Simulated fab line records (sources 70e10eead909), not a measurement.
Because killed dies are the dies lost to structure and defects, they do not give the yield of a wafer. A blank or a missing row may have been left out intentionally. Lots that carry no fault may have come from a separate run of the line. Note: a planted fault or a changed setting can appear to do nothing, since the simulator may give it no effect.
Matching of chambers    flow nand-harc    4 sister chambers for NHARC_P_ZERO_WELL_DESCUM_26 on rie-diel-05
The step chemistry O2, time 3 s. 14 wafers are shown with their chamber, then 7 later ones without.

## WAFERS WITH THEIR CHAMBER
wafer   chamber  showerhead-plenum-p-Torr (Torr)  drypump-motor-current-A (A)  oes-product-au (a.u.)
L374.1  1        1.80                             5.7                          0.997
L374.5  2        2.02                             5.5                          0.983
L374.6  3        1.82                             6.1                          0.995
L377.1  1        1.80                             5.7                          0.996
L377.3  0        1.97                             5.2                          0.986
L377.6  2        2.02                             5.5                          0.985
L381.1  2        2.02                             5.5                          0.976
L381.3  3        1.82                             6.2                          0.993
L381.5  0        1.97                             5.2                          0.979
L383.1  1        1.80                             5.7                          1.003
L383.3  0        1.97                             5.3                          0.971
L383.5  2        2.02                             5.5                          0.984
L387.4  2        2.01                             5.5                          0.992
L387.5  0        1.97                             5.2                          0.988

SIGNATURES, as means of the wafers listed above
reading                   chamber 0  chamber 1  chamber 2  chamber 3  scatter within a chamber
showerhead-plenum-p-Torr  1.9700     1.8000     2.0180     1.8200     0.00283
drypump-motor-current-A   5.225      5.700      5.500      6.150      0.0354
oes-product-au            0.98100    0.99867    0.98400    0.99400    0.00582
Rule: a wafer's distance from a chamber is the root of the sum, over the readings, of the square of ((its reading less the chamber's mean) divided by the reading's scatter). If the next closest chamber is less than 2 further off than the closest, the wafer can't be placed; otherwise it belongs to the closest. The scatter: take each reading less its chamber's mean, square it, sum over the shown wafers, divide by the number of wafers less the number of chambers, and take the root.

## WAFERS WHOSE CHAMBER IS MISSING
wafer   showerhead-plenum-p-Torr (Torr)  drypump-motor-current-A (A)  oes-product-au (a.u.)
L387.6  1.80                             5.7                          1.008
L388.3  1.82                             6.2                          0.984
L388.4  2.01                             5.5                          1.002
L388.5  1.80                             5.7                          1.012
L389.1  1.82                             6.1                          0.968
L389.2  1.97                             5.2                          0.986
L389.3  2.01                             5.5                          0.999

## CHAMBER TAKEN BY EACH
wafer   from the rows above  in truth
L387.6  1                    1
L388.3  3                    3
L388.4  2                    2
L388.5  1                    1
L389.1  3                    3
L389.2  0                    0
L389.3  2                    2
Correctly placed: 7 of 7. Not placeable from these rows: 0. Wrongly placed: 0.
